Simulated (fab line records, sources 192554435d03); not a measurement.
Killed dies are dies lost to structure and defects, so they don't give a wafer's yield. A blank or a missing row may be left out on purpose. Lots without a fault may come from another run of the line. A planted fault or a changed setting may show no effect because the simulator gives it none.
Split-lot experiment | flow n5_finfet | 7 lots, 21 wafers read, on a route of 1938 steps

THE SPLIT
At N5_ILD0_PRECLEAN_10 (cleans in NF3:NH3, afs cycles 5, time 20 s, sublimation time 60 s), the setting time_s was moved away from the recipe's 20 s on 8 of the 21 wafers read, by -21.2% to +13.5%. The other wafers ran this setting at the recipe's value.

The reading is taken at the split's own step.

THE READING
SiO2_flowable_of_ILD0_FCVD_FILL_01.thk_nm (the simulator's own value, which no gauge read), in nm, at N5_ILD0_PRECLEAN_10 (cleans in NF3:NH3, afs cycles 5, time 20 s, sublimation time 60 s). The file gives no usual value for it. The 13 wafers here that ran the recipe average 119.7 nm, standard deviation 0.6 nm.

wafer  | tool, chamber at the split | time_s as run, s | against the recipe | SiO2_flowable_of_ILD0_FCVD_FILL_01.thk_nm, nm | against lot-mates on the recipe
L078.4 | remote_plasma-01, 1        | 20               | recipe             | 120.2                                         | -
L078.5 | remote_plasma-01, 1        | 21.51            | +7.6%              | 118                                           | -2.2
L078.6 | remote_plasma-01, 1        | 21.51            | +7.6%              | 119.4                                         | -0.8
L080.3 | remote_plasma-02, 1        | 20               | recipe             | 119.4                                         | -
L080.4 | remote_plasma-02, 1        | 20               | recipe             | 119                                           | -
L080.5 | remote_plasma-02, 1        | 20               | recipe             | 119                                           | -
L081.1 | remote_plasma-01, 1        | 15.77            | -21.2%             | 123                                           | +4.2
L081.2 | remote_plasma-01, 1        | 20               | recipe             | 118.8                                         | -
L081.5 | remote_plasma-01, 1        | 15.77            | -21.2%             | 122.4                                         | +3.6
L084.1 | remote_plasma-01, 1        | 20               | recipe             | 120.2                                         | -
L084.4 | remote_plasma-01, 1        | 20               | recipe             | 121                                           | -
L084.5 | remote_plasma-01, 1        | 20               | recipe             | 119.4                                         | -
L093.1 | remote_plasma-01, 1        | 20               | recipe             | 120.2                                         | -
L093.3 | remote_plasma-01, 1        | 22.16            | +10.8%             | 117.6                                         | -2.6
L093.6 | remote_plasma-01, 1        | 22.16            | +10.8%             | 118.4                                         | -1.8
L096.3 | remote_plasma-01, 1        | 20               | recipe             | 120.2                                         | -
L096.4 | remote_plasma-01, 1        | 20               | recipe             | 119.6                                         | -
L096.5 | remote_plasma-01, 1        | 20               | recipe             | 120                                           | -
L097.1 | remote_plasma-02, 0        | 22.7             | +13.5%             | 117.8                                         | -1.8
L097.3 | remote_plasma-02, 0        | 22.7             | +13.5%             | 118                                           | -1.6
L097.6 | remote_plasma-02, 0        | 20               | recipe             | 119.6                                         | -

THE FIT
A straight line over all 21 wafers: SiO2_flowable_of_ILD0_FCVD_FILL_01.thk_nm changes by -0.142 nm for each +1% of time_s; r = -0.91; the points scatter about the line by 0.58 nm.
The same after taking each lot's own level away (the mean of its wafers on the recipe; 21 wafers): -0.175 nm for each +1%; r = -0.96; scatter 0.47 nm.
On that fit, the largest move of time_s shifts the reading by 3.7 nm.
The lots' own levels span 118.80 to 120.20 nm, that is 2.3 times the standard deviation above.
So the lot-to-lot level changes the slope: the two fits differ.
Check: with one of the wafers moved furthest among these (-21.2%) left out of the fit, the line predicts +3.49 nm for it against its lot-mates. It came out at +4.2 nm against them.

OTHER SPLITS ON THESE WAFERS
These wafers also went through other splits before the reading. Each is held against what the fit with the lots' levels taken away leaves over:
other split on the same wafers            | wafers away from the commonest value | r with SiO2_flowable_of_ILD0_FCVD_FILL_01.thk_nm (lot level and that fit taken away)
N5_WELL_APT_COAT_02 spin_rpm              | 10                                   | +0.01
N5_WELL_APT_PEB_06 peb_time_s             | 7                                    | -0.58
N5_PMOS_HMC_CHANNEL_EPI_EXPOSE_06 dose_mj | 9                                    | -0.29
N5_PMOS_HMC_CHANNEL_EPI_PEB_07 peb_time_s | 6                                    | +0.17
N5_FIN_SAQP_SPACER1_ALD_24 temp_c         | 7                                    | -0.02
N5_FIN_SAQP_COAT_68 spin_rpm              | 10                                   | +0.25
N5_STI_FIN_REVEAL_ETCHBACK_08 time_s      | 7                                    | -0.24
N5_STI_FIN_REVEAL_OXIDATION_31 time_s     | 1                                    | -0.03
N5_SD_EPI_N_EPI_21 temp_c                 | 9                                    | -0.22

THE FILE'S OWN FIT
SiO2_flowable_of_ILD0_FCVD_FILL_01.thk_nm changes by -0.175 nm for each +1% of time_s, r = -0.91.
